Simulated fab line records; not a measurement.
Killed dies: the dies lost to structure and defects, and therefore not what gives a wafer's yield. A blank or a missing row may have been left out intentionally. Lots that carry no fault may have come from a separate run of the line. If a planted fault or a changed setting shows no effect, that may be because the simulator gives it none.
Shared-tool check + flow nand_harc + 12 lots and 36 wafers in the sample

== WHY IT WAS OPENED ==
On 3 of the 12 lots, a flag is raised at NHARC_END_SORT_01 on the reading killed_at_array. Wafers without a fault read 63, standard deviation 17.
Rule: a lot is flagged in two cases, either no wafer of it has a number, or all its wafers with numbers fall more than 4 standard deviations from that mean. The rest of the lots are taken to be sound.

| lot  | measured     | on        | killed_at_array, wafer by wafer | flag    |
|------|--------------|-----------|---------------------------------|---------|
| L918 | day 25 04:38 | prober-02 | 70 75 72                        |         |
| L921 | day 25 06:57 | prober-01 | 85 74 69                        |         |
| L923 | day 25 21:46 | prober-01 | 27 19 17                        |         |
| L924 | day 26 13:50 | prober-02 | 39 56 46                        |         |
| L933 | day 30 20:20 | prober-02 | 673 668 673                     | FLAGGED |
| L935 | day 31 12:52 | prober-01 | 670 674 674                     | FLAGGED |
| L934 | day 31 14:28 | prober-02 | 671 676 673                     | FLAGGED |
| L937 | day 32 08:44 | prober-01 | 81 98 102                       |         |
| L936 | day 32 14:59 | prober-01 | 61 54 57                        |         |
| L940 | day 33 03:03 | prober-01 | 59 53 44                        |         |
| L938 | day 33 03:55 | prober-02 | 61 72 59                        |         |
| L939 | day 33 11:40 | prober-01 | 61 56 68                        |         |
The mean of the flagged lots' numbers is 672, +609 from the usual (+36 standard deviations).

== EACH LOT AND THE TOOL IT RAN ON ==
3 process steps preceding the reading are held in the record, out of 1302 steps in the route. Every cell lists first the tool, next ch and the chambers used by the sampled wafers, and last the start.
| lot  | flag    | NHARC_A_M1_PRE_CLEAN_32         | NHARC_A_BONDPAD_ETCH_12            | NHARC_A_BONDPAD_ETCH_24                       |
|------|---------|---------------------------------|------------------------------------|-----------------------------------------------|
| L918 |         | pecvd-02 ch 1,2, day 23 18:54   | rie_diel-05 ch 1,2,3, day 23 21:08 | rie_diel-03 ch 1,2,3, day 25 04:38 or earlier |
| L921 |         | pecvd-01 ch 0,1,2, day 23 20:41 | rie_diel-05 ch 0,3, day 23 22:54   | rie_diel-05 ch 0,1,3, day 25 06:57 or earlier |
| L923 |         | pecvd-02 ch 0,1,2, day 24 08:48 | rie_diel-05 ch 0,1,2, day 24 11:04 | rie_diel-03 ch 0,1,2, day 25 21:46 or earlier |
| L924 |         | pecvd-02 ch 0,1,2, day 25 03:04 | rie_diel-06 ch 0,1,3, day 25 05:19 | rie_diel-06 ch 0,1,3, day 26 13:50 or earlier |
| L933 | FLAGGED | pecvd-02 ch 0,1, day 29 10:40   | rie_diel-05 ch 0,1,3, day 29 12:55 | rie_diel-06 ch 0,3, day 30 20:20 or earlier   |
| L935 | FLAGGED | pecvd-03 ch 0,2, day 30 03:37   | rie_diel-05 ch 1,2, day 30 05:53   | rie_diel-05 ch 1,2,3, day 31 12:52 or earlier |
| L934 | FLAGGED | pecvd-03 ch 0,1,2, day 30 03:06 | rie_diel-05 ch 0,1, day 30 05:11   | rie_diel-05 ch 0,3, day 31 14:28 or earlier   |
| L937 |         | pecvd-01 ch 0,1,2, day 30 20:13 | rie_diel-05 ch 1,3, day 30 22:28   | rie_diel-05 ch 0,1,3, day 30 22:53            |
| L936 |         | pecvd-02 ch 0,1,2, day 31 00:38 | rie_diel-05 ch 0,1,2, day 31 02:51 | rie_diel-05 ch 0,1,3, day 32 14:59 or earlier |
| L940 |         | pecvd-02 ch 0,1, day 31 19:47   | rie_diel-05 ch 1,2,3, day 31 22:02 | rie_diel-05 ch 1,2,3, day 33 03:03 or earlier |
| L938 |         | pecvd-01 ch 0,1,2, day 31 12:10 | rie_diel-05 ch 0,3, day 31 14:16   | rie_diel-03 ch 2,3, day 33 03:55 or earlier   |
| L939 |         | pecvd-03 ch 0,1,2, day 32 01:59 | rie_diel-06 ch 1,2, day 32 04:04   | rie_diel-03 ch 0,1, day 33 11:40 or earlier   |
These steps, and what they do:
- NHARC_A_M1_PRE_CLEAN_32: time 12 s.
- NHARC_A_BONDPAD_ETCH_12: etches the open film in CHF3/O2, target depth 220 nm, time 110 s.
- NHARC_A_BONDPAD_ETCH_24: etches the open film in CF4/N2, target depth 30 nm, time 72.99 s.
- NHARC_END_SORT_01

== FLAGGED AGAINST TOTAL, ONE TOOL AT A TIME (gauges that did the reading follow at the end) ==
| step                    | tool        | lots run | flagged | share of the flagged lots | sound lots run after its first flagged lot |
|-------------------------|-------------|----------|---------|---------------------------|--------------------------------------------|
| NHARC_A_M1_PRE_CLEAN_32 | pecvd-01    | 3        | 0       | none                      | -                                          |
| NHARC_A_M1_PRE_CLEAN_32 | pecvd-02    | 6        | 1       | some                      | 2 (L936,L940)                              |
| NHARC_A_M1_PRE_CLEAN_32 | pecvd-03    | 3        | 2       | some                      | 1 (L939)                                   |
| NHARC_A_BONDPAD_ETCH_12 | rie_diel-05 | 10       | 3       | all                       | 4 (L937,L936,L938,L940)                    |
| NHARC_A_BONDPAD_ETCH_12 | rie_diel-06 | 2        | 0       | none                      | -                                          |
| NHARC_A_BONDPAD_ETCH_24 | rie_diel-03 | 4        | 0       | none                      | -                                          |
| NHARC_A_BONDPAD_ETCH_24 | rie_diel-05 | 6        | 2       | some                      | 3 (L937,L936,L940)                         |
| NHARC_A_BONDPAD_ETCH_24 | rie_diel-06 | 2        | 1       | some                      | 0                                          |
| NHARC_END_SORT_01       | prober-01   | 7        | 1       | some                      | 4 (L937,L936,L940,L939)                    |
| NHARC_END_SORT_01       | prober-02   | 5        | 2       | some                      | 1 (L938)                                   |
With no start given for some of its lots, NHARC_A_BONDPAD_ETCH_24 uses the hours and lot order of NHARC_END_SORT_01.

== WHAT THE TABLE PERMITS ==
All flagged lots share 1 row of the table, namely rie_diel-05 at NHARC_A_BONDPAD_ETCH_12.
- rie_diel-05 at NHARC_A_BONDPAD_ETCH_12: 3 of its 10 lots flagged. Sound lots ran on it after the first flagged one (L937, L936, L938, L940), which a lasting fault on the whole tool wouldn't allow. On the flagged lots its readings are blank where sound lots have values: bias_w, chamber_pressure_mTorr, drypump_motor_current_A, oes_product_au and 3 more.
None of the table's rows ran every flagged lot and, after the first, no sound lot.

== WHAT HAD BEEN PUT IN BY THE SIMULATOR ==
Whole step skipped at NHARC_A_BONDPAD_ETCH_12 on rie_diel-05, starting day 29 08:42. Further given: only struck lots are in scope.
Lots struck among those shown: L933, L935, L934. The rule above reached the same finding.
